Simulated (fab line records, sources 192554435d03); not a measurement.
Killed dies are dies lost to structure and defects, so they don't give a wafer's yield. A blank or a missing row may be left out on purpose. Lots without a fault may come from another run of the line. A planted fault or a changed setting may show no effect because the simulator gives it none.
Split-lot experiment | flow n5_finfet | 7 lots, 39 wafers read, on a route of 1938 steps

THE SPLIT
At N5_FIN_CUT_ETCH_21 (etches SOC in N2/H2, target depth 219 nm, overetch 43.8 nm, time 523.5 s), the setting bias_w was moved away from the recipe's 61 W on 15 of the 39 wafers read, by -12.1% to +15.7%. The other wafers ran this setting at the recipe's value.

The reading is taken at the split's own step.

THE READING
rf_vpp_V, in V, at N5_FIN_CUT_ETCH_21 (etches SOC in N2/H2, target depth 219 nm, overetch 43.8 nm, time 523.5 s). Fault-free wafers of this fab line usually give 240.6 V, standard deviation 1.4 V.

wafer  | tool, chamber at the split | bias_w as run, W | against the recipe | rf_vpp_V, V | against lot-mates on the recipe
L077.1 | rie_diel-06, 0             | 54.94            | -9.9%              | 225.7       | -14.9
L077.2 | rie_diel-06, 2             | 61               | recipe             | 241.2       | -
L077.3 | rie_diel-06, 3             | 54.94            | -9.9%              | 224.8       | -15.8
L077.4 | rie_diel-06, 1             | 61               | recipe             | 238.8       | -
L077.5 | rie_diel-06, 1             | 54.94            | -9.9%              | 223.7       | -16.9
L077.6 | rie_diel-06, 0             | 61               | recipe             | 241.7       | -
L079.1 | rie_diel-06, 1             | 64.54            | +5.8%              | 248.5       | +7.6
L079.2 | rie_diel-06, 3             | 61               | recipe             | 241.2       | -
L079.3 | rie_diel-06, 2             | 61               | recipe             | 240.0       | -
L079.4 | rie_diel-06, 0             | 61               | recipe             | 241.5       | -
L079.5 | rie_diel-06, 1             | 64.54            | +5.8%              | 249.3       | +8.4
L079.6 | rie_diel-06, 2             | 64.54            | +5.8%              | 250.2       | +9.3
L082.1 | rie_diel-02, 2             | 61               | recipe             | 240.4       | -
L082.2 | rie_diel-02, 0             | 61               | recipe             | 238.9       | -
L082.3 | rie_diel-02, 1             | 61               | recipe             | 240.7       | -
L082.4 | rie_diel-02, 3             | 61               | recipe             | 240.9       | -
L082.5 | rie_diel-02, 2             | 61               | recipe             | 239.0       | -
L082.6 | rie_diel-02, 3             | 61               | recipe             | 242.9       | -
L084.1 | rie_diel-02, 1             | 61               | recipe             | 242.4       | -
L084.3 | rie_diel-02, 3             | 61               | recipe             | 241.8       | -
L084.4 | rie_diel-02, 1             | 61               | recipe             | 242.4       | -
L090.1 | rie_diel-05, 2             | 61               | recipe             | 240.1       | -
L090.2 | rie_diel-05, 3             | 64.8             | +6.2%              | 248.7       | +7.6
L090.3 | rie_diel-05, 0             | 64.8             | +6.2%              | 249.0       | +7.9
L090.4 | rie_diel-05, 1             | 61               | recipe             | 242.6       | -
L090.5 | rie_diel-05, 0             | 61               | recipe             | 240.6       | -
L090.6 | rie_diel-05, 1             | 64.8             | +6.2%              | 251.6       | +10.5
L094.1 | rie_diel-05, 2             | 61               | recipe             | 240.8       | -
L094.2 | rie_diel-05, 3             | 70.55            | +15.7%             | 264.2       | +24.0
L094.3 | rie_diel-05, 0             | 61               | recipe             | 239.3       | -
L094.4 | rie_diel-05, 1             | 70.55            | +15.7%             | 265.6       | +25.4
L094.5 | rie_diel-05, 3             | 70.55            | +15.7%             | 261.6       | +21.4
L094.6 | rie_diel-05, 2             | 61               | recipe             | 240.5       | -
L097.1 | rie_diel-05, 1             | 61               | recipe             | 243.2       | -
L097.2 | rie_diel-05, 3             | 53.64            | -12.1%             | 219.7       | -21.5
L097.3 | rie_diel-05, 2             | 61               | recipe             | 239.5       | -
L097.4 | rie_diel-05, 3             | 53.64            | -12.1%             | 220.1       | -21.1
L097.5 | rie_diel-05, 1             | 53.64            | -12.1%             | 225.0       | -16.2
L097.6 | rie_diel-05, 2             | 61               | recipe             | 241.0       | -

THE FIT
A straight line over all 39 wafers: rf_vpp_V changes by +1.53 V for each +1% of bias_w; r = +0.99; the points scatter about the line by 1.5 V.
The same after taking each lot's own level away (the mean of its wafers on the recipe; 39 wafers): +1.55 V for each +1%; r = +0.99; scatter 1.4 V.
On that fit, the largest move of bias_w shifts the reading by 24 V.
The lots' own levels span 240.20 to 242.20 V, that is 1.4 times the standard deviation above.
So the lot-to-lot level changes the slope little: the two slopes agree.
Check: with one of the wafers moved furthest among these (+15.7%) left out of the fit, the line predicts +23.9 V for it against its lot-mates. It came out at +24 V against them.
Tool readings at the split's step, against how far the setting was moved: rf_vpp_V r = +0.99.

OTHER SPLITS ON THESE WAFERS
These wafers also went through other splits before the reading. Each is held against what the fit with the lots' levels taken away leaves over:
other split on the same wafers    | wafers away from the commonest value | r with rf_vpp_V (lot level and that fit taken away)
N5_WELL_APT_IMPLANT_15 energy_kev | 15                                   | -0.21
N5_FIN_SAQP_SPACER1_ALD_24 temp_c | 18                                   | +0.04

THE WHOLE CHAIN: every reading that the file lists as answering this split, in the file's order
step               | what it does                                                             | reading                                                                          | change (the file's fit)                | r (the file's)
N5_FIN_CUT_ETCH_21 | etches SOC in N2/H2, target depth 219 nm, overetch 43.8 nm, time 523.5 s | rf_vpp_V                                                                         | +1.54 V for each +1% of the setting    | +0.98
N5_FIN_CUT_ETCH_21 | etches SOC in N2/H2, target depth 219 nm, overetch 43.8 nm, time 523.5 s | SiARC_of_FIN_CUT_COAT_19.thk_nm (the simulator's own value, which no gauge read) | -0.0501 nm for each +1% of the setting | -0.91

THE FILE'S OWN FIT
rf_vpp_V changes by +1.54 V for each +1% of bias_w, r = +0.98.
